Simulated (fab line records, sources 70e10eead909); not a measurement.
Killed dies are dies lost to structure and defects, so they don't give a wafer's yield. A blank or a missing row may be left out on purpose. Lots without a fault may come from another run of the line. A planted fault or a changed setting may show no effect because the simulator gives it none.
Chamber matching | flow nand_harc | NHARC_A_DECK1_JOINT_CMP_02 on cmp-04: 4 sister chambers
The step polishes SiOx. 4 wafers are shown with their chamber, then 7 later ones without.

WAFERS WITH THEIR CHAMBER
wafer  | chamber | motor_current_A (A)
L084.6 | 2       | 12.7
L086.5 | 3       | 11.9
L089.3 | 1       | 11.7
L089.4 | 0       | 10.5

WAFERS WITHOUT THEIR CHAMBER
wafer  | motor_current_A (A)
L089.5 | 13.1
L093.2 | 12.1
L093.3 | 12.3
L093.4 | 12.0
L095.1 | 12.4
L095.3 | 10.3
L095.4 | 11.8

WHICH CHAMBER EACH WENT THROUGH
wafer  | from the rows above          | in truth
L089.5 | 2                            | 2
L093.2 | can't be placed: 3 or 1 or 2 | 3
L093.3 | can't be placed: 2 or 3 or 1 | 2
L093.4 | can't be placed: 3 or 1      | 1
L095.1 | can't be placed: 2 or 3 or 1 | 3
L095.3 | 0                            | 0
L095.4 | can't be placed: 3 or 1      | 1
Placed correctly: 2 of 7. Can't be placed from these rows: 5 (the true chamber is among the candidates in 5). Placed wrongly: 0.
How it was worked out, from the rows above alone: a wafer's distance from a chamber is the root of the sum, over the readings, of the square of ((its reading less the chamber's mean) divided by the reading's scatter). The wafer belongs to the nearest chamber; if the next one is less than 2 further off, it can't be placed. A chamber's mean is the mean of its shown wafers. The scatter: with one shown wafer a chamber, the root of the mean of the squares of how far each hidden wafer lies from its nearest shown one.
